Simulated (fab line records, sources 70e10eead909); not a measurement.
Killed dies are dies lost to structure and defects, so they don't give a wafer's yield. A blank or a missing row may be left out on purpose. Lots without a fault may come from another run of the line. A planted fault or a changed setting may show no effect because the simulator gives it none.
fab line records | flow nand_harc
record lots=12 wafers=36 last_day=34
route steps=1302 shown P_STI@90 P_GATE@119 END@1302
lots that met no fault: from a run of the same line without faults
start_h: hours from the record's first day to the start of the lot's first wafer shown | wait_h: hours since the lot's step before | " the same as in the row above | L1.1+2: a row that stands for several wafers | - no value, or no start given | * or withheld: withheld | < > ~ a bound
route shown NAME@n: a module of which the file shows steps, and the number in the route of the first | usual: mean/standard deviation of fault-free wafers | same: alike in all rows | chamber/n: place in a boat | sites: the reading at each site | _std_site: their standard deviation | _edge_site: outer sites' mean less inner sites' | radius_mm: how far each site lies from the wafer's centre | mask NAME#n: copy n | behind: the tool/chamber that last shaped the wafer | hold: why the lot was held/for how many hours/how that ended | device: the transistor (n, p or np) that didn't switch | end of line: the same wafers' tests at the end of the route | a step without rows: its recipe alone | killed: dies lost to structure and defects at the first sort, not the wafer's yield | map: a wafer's dies, x killed, . not, _ none there
set.NAME: the setting as run; set.NAME@STEP: as run at that earlier step | model.NAME: the simulator's own value behind a step, which no gauge read
steps of the route over a sample of lots; a table a step, a row a wafer
services: from which hour (start_h, from the record's first day; less than 0 if before it) a tool's chamber was out of use, for how many hours, and why
## steps
# step NHARC_P_STI_ETCH_15
# recipe target_depth_a=3000 taper_deg=4 time_s=100.1 hbr_flow_sccm=150 cl2_flow_sccm=50 rf_w=400 icp_w=400 bias_w=100 chemistry=HBr/Cl2
# usual drypump_motor_current_A=5.70/0.23 oes_product_au=0.999/0.01 throttle_valve_pct=26.405/0.009
# columns lot.wafer tool chamber start_h wait_h drypump_motor_current_A oes_product_au rf_hours_counter_h throttle_valve_pct
L100.4 rie_si-06 0 59.37 - 5.59 0.999 1.1 26.401
L100.1 " 1 " " 5.57 1.003 1.0 26.407
L100.2 " 3 " " 5.78 0.989 1.2 26.406
L101.1 rie_si-04 1 65.60 - 6.13 1.010 0.5 26.413
L101.2 " 2 " " 6.00 0.986 0.3 26.402
L101.6 " 1 " " 6.09 1.012 - 26.397
L102.2 rie_si-01 1 73.63 - 5.92 1.002 0.2 26.386
L102.5 " 1 " " 5.91 0.991 - 26.405
L102.6 " 2 " " 5.61 0.987 - 26.395
L103.3 rie_si-01 3 82.85 - 5.20 0.978 0.4 26.411
L103.2 " 1 " " 5.92 0.990 0.4 26.412
L103.6 " 3 " " 5.20 0.989 - 26.413
L104.1 rie_si-06 3 94.41 - 5.78 0.980 0.1 26.404
L104.3 " 0 " " 5.57 1.016 0.1 26.402
L104.6 " 1 " " 5.53 0.996 - 26.409
L105.3 rie_si-04 0 106.31 - 5.51 1.011 0.7 26.393
L105.2 " 1 " " 6.11 0.994 0.7 26.378
L105.5 " 3 " " 5.39 0.990 - 26.400
L106.3 rie_si-01 3 117.82 - 5.22 0.992 0.6 26.392
L106.5 " 1 " " 5.93 0.998 - 26.418
L106.6 " 2 " " 5.64 1.001 - 26.391
L107.3 rie_si-06 3 125.48 - 5.76 0.974 0.3 26.425
L107.2 " 0 " " 5.59 1.017 0.2 26.398
L107.4 " 2 " " 5.85 0.991 0.3 26.404
L108.2 rie_si-04 0 135.48 - 5.53 1.009 0.9 26.404
L108.6 " 2 " " 5.99 1.006 - 26.423
L108.5 " 3 " " 5.36 1.000 - 26.410
L112.4 rie_si-04 1 174.55 - 6.10 1.004 0.0 26.410
L112.3 " 0 " " 5.53 1.009 0.0 26.410
L112.6 " 1 " " 6.06 1.006 - 26.398
L121.3 rie_si-06 3 266.06 - 5.79 0.993 0.0 26.425
L121.2 " 0 " " 5.60 0.993 0.0 26.404
L121.6 " 3 " " 5.77 0.989 - 26.399
L122.3 rie_si-06 1 274.32 - 5.55 1.010 0.1 26.422
L122.2 " 2 " " 5.84 1.000 0.1 26.393
L122.5 " 2 " " 5.84 1.008 - 26.397
# step NHARC_P_STI_OCD_MEAS_43
# usual trench_depth_nm=300/4.3 trench_foot_cd_nm=158.5/2.2
# columns lot.wafer tool chamber start_h wait_h trench_depth_nm trench_foot_cd_nm
L100.1 ocd-01 - 60.12 - 300 155.4
L100.2 " - " " 297 160.9
L100.4 " - " " 301 158.3
L101.1 ocd-02 - 66.37 - 303 156.5
L101.2 " - " " 295 159.2
L101.6 " - " " 301 157.4
L102.2 ocd-01 - 74.39 - 299 157.4
L102.5 " - " " 299 163.8
L102.6 " - " " 299 159.1
L103.2 ocd-02 - 83.62 - 296 161.5
L103.3 " - " " 293 156.6
L103.6 " - " " 296 161.5
L104.1 ocd-02 - 95.15 - 293 159.1
L104.3 " - " " 306 157.6
L104.6 " - " " 302 155.3
L105.2 ocd-02 - 107.06 - 297 160.0
L105.3 " - " " 301 158.7
L105.5 " - " " 296 158.3
L106.3 ocd-01 - 118.56 - 296 158.4
L106.5 " - " " 298 158.5
L106.6 " - " " 299 154.4
L107.2 ocd-02 - 126.25 - 305 158.9
L107.3 " - " " 288 161.0
L107.4 " - " " 294 161.9
L108.2 ocd-02 - 136.22 - 305 157.4
L108.5 " - " " 304 155.4
L108.6 " - " " 303 153.6
L112.3 ocd-02 - 175.32 - 302 157.8
L112.4 " - " " 302 157.3
L112.6 " - " " 303 159.0
L121.2 ocd-02 - 266.80 - 298 153.9
L121.3 " - " " 300 156.6
L121.6 " - " " 295 159.2
L122.2 ocd-02 - 275.08 - 302 161.8
L122.3 " - " " 302 163.4
L122.5 " - " " 302 161.0
# step NHARC_P_STI_CMP_21
# recipe t_overpolish_s=20 target_thk_nm=380.67
# usual motor_current_A=12.0/0.97 overpolish_run_s=20.000/0.0093 slurry_flow_ml_min=150.0/0.48
# columns lot.wafer tool chamber start_h wait_h motor_current_A overpolish_run_s slurry_flow_ml_min
L100.2 cmp-03 3 76.87 0.4 13.2 19.989 150.5
L100.4 " 0 " " 12.2 19.988 150.5
L100.1 " 1 " " 13.7 20.001 150.8
L101.2 cmp-03 2 85.52 0.4 11.1 20.011 149.7
L101.1 " 1 " " 13.1 20.008 150.4
L101.6 " 2 " " 11.0 20.010 150.7
L102.2 cmp-01 0 92.20 0.4 13.5 19.988 150.5
L102.6 " 1 " " 12.3 20.011 149.9
L102.5 " 2 " " 12.6 19.991 150.9
L103.2 cmp-02 0 106.36 0.4 10.9 19.998 150.7
L103.3 " 1 " " 11.2 19.994 150.8
L103.6 " 2 " " 12.7 19.992 150.0
L104.3 cmp-03 1 115.95 0.4 13.0 20.023 149.7
L104.1 " 2 " " 9.9 19.999 149.4
L104.6 " 1 " " 12.6 20.018 150.5
L105.3 cmp-03 3 124.01 0.4 12.3 19.997 150.0
L105.2 " 1 " " 11.6 20.003 150.0
L105.5 " 3 " " 12.4 19.988 149.2
L107.4 cmp-03 3 143.13 0.4 12.3 20.002 150.2
L107.3 " 0 " " 11.7 19.995 149.7
L107.2 " 1 " " 13.0 19.979 150.2
L106.3 cmp-02 0 143.15 0.4 11.0 19.991 150.0
L106.5 " 3 " " 12.0 19.997 149.2
L106.6 " 0 " " 11.1 20.015 150.1
L108.2 cmp-03 3 155.69 0.5 12.5 20.007 149.9
L108.5 " 2 " " 11.2 20.001 150.8
L108.6 " 3 " " 12.0 20.001 150.0
L112.4 cmp-03 2 194.99 0.4 10.3 20.003 149.6
L112.3 " 0 " " 11.8 20.002 150.3
L112.6 " 1 " " 12.5 19.993 150.1
L122.2 cmp-03 3 298.50 0.4 12.4 20.000 148.7
L122.3 " 1 " " 13.0 19.999 149.8
L122.5 " 3 " " 12.3 20.011 149.5
L121.2 cmp-01 3 298.52 0.4 11.1 20.001 150.2
L121.3 " 0 " " 13.5 20.007 149.2
L121.6 " 2 " " 13.1 19.999 149.5
# step NHARC_P_GATE_EXPOSE_08
# recipe na=0.6 dose_mj=16.75 mask_id=P_HV
# columns lot.wafer tool chamber start_h wait_h mask
L100.1+2+4 krf_scanner-02 0 93.99 - P_HV#0
L101.1+2+6 krf_scanner-02 0 106.32 - P_HV#0
L102.2+5+6 krf_scanner-02 0 110.58 - P_HV#0
L103.2+3+6 krf_scanner-03 0 122.38 - P_HV#0
L104.1+3+6 krf_scanner-02 0 132.21 - P_HV#0
L105.2+3+5 krf_scanner-03 0 143.23 - P_HV#0
L107.2+3+4 krf_scanner-04 0 159.21 - P_HV#0
L106.3+5+6 krf_scanner-02 0 159.37 - P_HV#0
L108.2+5+6 krf_scanner-04 0 174.95 - P_HV#0
L112.3+4+6 krf_scanner-03 0 214.91 - P_HVPW#0
L121.2+3+6 krf_scanner-02 0 315.79 - P_HV#0
L122.2+3+5 krf_scanner-04 0 315.95 - P_HV#0
# step NHARC_P_GATE_CD_MEAS_11
# recipe target_cd_nm=1640 landing_energy_ev=500
# usual cd_nm=1639.4/1.5
# columns lot.wafer tool chamber start_h wait_h cd_nm
L100.1 cd_sem-03 0 94.14 - 1640.3
L100.2 " 0 " " 1639.8
L100.4 " 0 " " 1639.4
L101.1 cd_sem-02 0 106.48 - 1638.0
L101.2 " 0 " " 1639.3
L101.6 " 0 " " 1640.4
L102.2 cd_sem-02 0 110.74 - 1638.4
L102.5 " 0 " " 1637.0
L102.6 " 0 " " 1639.0
L103.2 cd_sem-01 0 122.54 - 1642.2
L103.3 " 0 " " 1639.1
L103.6 " 0 " " 1640.5
L104.1 cd_sem-01 0 132.37 - 1637.2
L104.3 " 0 " " 1638.7
L104.6 " 0 " " 1639.8
L105.2 cd_sem-01 0 143.38 - 1638.9
L105.3 " 0 " " 1639.4
L105.5 " 0 " " 1640.7
L107.2 cd_sem-02 0 159.36 - 1641.1
L107.3 " 0 " " 1639.0
L107.4 " 0 " " 1640.0
L106.3 cd_sem-03 0 159.53 - 1636.0
L106.5 " 0 " " 1637.2
L106.6 " 0 " " 1637.6
L108.2 cd_sem-01 0 175.11 - 1639.5
L108.5 " 0 " " 1641.4
L108.6 " 0 " " 1638.3
L112.3 cd_sem-03 0 215.07 - -
L112.4 " 0 " " -
L112.6 " 0 " " -
L121.2 cd_sem-01 0 315.95 - 1639.8
L121.3 " 0 " " 1638.7
L121.6 " 0 " " 1639.0
L122.2 cd_sem-03 0 316.11 - 1643.1
L122.3 " 0 " " 1640.5
L122.5 " 0 " " 1639.7
# step NHARC_END_SORT_01
# recipe temp_c=25
# usual killed_at_array=64/16 killed_at_other=1.0/1.1 killed_at_periphery=3.5/2.3 killed_dies=69/17 killed_open=3.2/1.6 killed_short=2.4/1.6
# same gross_dies=677
# columns lot.wafer tool chamber start_h wait_h killed_at_array killed_at_other killed_at_periphery killed_dies killed_open killed_short
L112.3 prober-02 0 700.84 3.1 79 1 597 677 1 1
L112.4 prober-02 0 701.63 3.4 88 0 589 677 5 1
L112.6 prober-02 0 703.21 3.9 68 1 608 677 2 3
# killed by level:class
L112.3 P_GATE:area_expose=597 A_CHANNEL_HOLE_D1:chamber_film_flake=37 A_SLIT:chamber_film_flake=31 A_CONTACT:chamber_film_flake=3 A_CHANNEL_FILL_D1:chamber_film_flake=2 A_WL_FILL:chamber_film_flake=2 A_ONON_D1:geometric_particle:short=1 A_CHANNEL_HOLE_D1:geometric_particle:open=1
L112.4 P_GATE:area_expose=587 A_CHANNEL_HOLE_D1:chamber_film_flake=39 A_SLIT:chamber_film_flake=31 A_CHANNEL_HOLE_D2:chamber_film_flake=6 A_CHANNEL_FILL_D1:geometric_particle:open=3 A_CONTACT:chamber_film_flake=3 A_CHANNEL_FILL_D1:chamber_film_flake=2 P_CONTACT:geometric_particle:open=1
L112.6 P_GATE:area_expose=605 A_CHANNEL_HOLE_D1:chamber_film_flake=24 A_SLIT:chamber_film_flake=24 A_WL_FILL:chamber_film_flake=5 A_CHANNEL_HOLE_D2:chamber_film_flake=4 A_DECK1_JOINT:geometric_particle:open=2 P_GATE:chamber_film_flake=2 A_STAIRCASE:chamber_film_flake=2
## services
# columns tool chamber start_h hours kind
rie_si-06 3 38.56 3.7 repair
krf_scanner-03 - 52.01 4.0 pm
krf_scanner-04 - 62.07 1.8 repair
cmp-03 - 64.03 4.0 pm
rie_si-06 - 72.00 9.0 pm
krf_scanner-02 - 75.76 1.0 repair
krf_scanner-02 - 94.02 4.0 pm
krf_scanner-02 - 112.16 2.4 repair
krf_scanner-02 - 128.11 1.4 repair
krf_scanner-04 - 131.76 1.7 repair
rie_si-01 - 138.56 0.5 repair
rie_si-04 2 144.69 3.0 repair
cmp-03 - 162.03 4.0 pm
rie_si-04 - 165.00 9.0 pm
krf_scanner-04 - 182.00 4.0 pm
cmp-03 - 186.13 1.3 repair
rie_si-01 - 193.00 9.0 pm
cmp-03 - 245.89 0.9 repair
rie_si-06 - 249.00 9.0 pm
cmp-03 - 260.03 4.0 pm
krf_scanner-02 - 266.02 4.0 pm
rie_si-04 0 288.88 2.2 repair
rie_si-04 1 297.40 9.8 repair
rie_si-04 - 307.95 0.4 repair
## key
first_sign step=NHARC_P_GATE_EXPOSE_08 reading=mask direction=changed
effect step=NHARC_P_GATE_CD_MEAS_11 reading=cd_nm direction=missing
effect step=NHARC_END_SORT_01 reading=killed_at_periphery direction=up sigmas=99+ usual=3.5 struck=598
more_kills_born_at NHARC_P_GATE_EXPOSE_08@krf_scanner-03=1789
met_at NHARC_P_GATE_EXPOSE_08
struck_lots L112
later_rows_left_out L112.3,L112.4,L112.6
tester_left_out L112
not_acting_at NHARC_P_STI_ETCH_15,NHARC_P_STI_OCD_MEAS_43,NHARC_P_STI_CMP_21
onset_between 143.23 214.91
fault kind=wrong_mask tool=any chamber=- onset_h=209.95 steps=NHARC_P_GATE_EXPOSE_08 aux_copy=P_HVPW#0 scope=struck_lots_only
# tester_left_out: of these lots the tester's yield and bins aren't shown, on N5 and GAA mostly nor the transistor test; their killed dies are dies lost to structure and defects alone, not to doping, threshold or leakage, so they don't give the yield
# later_rows_left_out: the simulator's readings of these wafers behind a module that went badly wrong aren't trusted and aren't shown, but for the sort
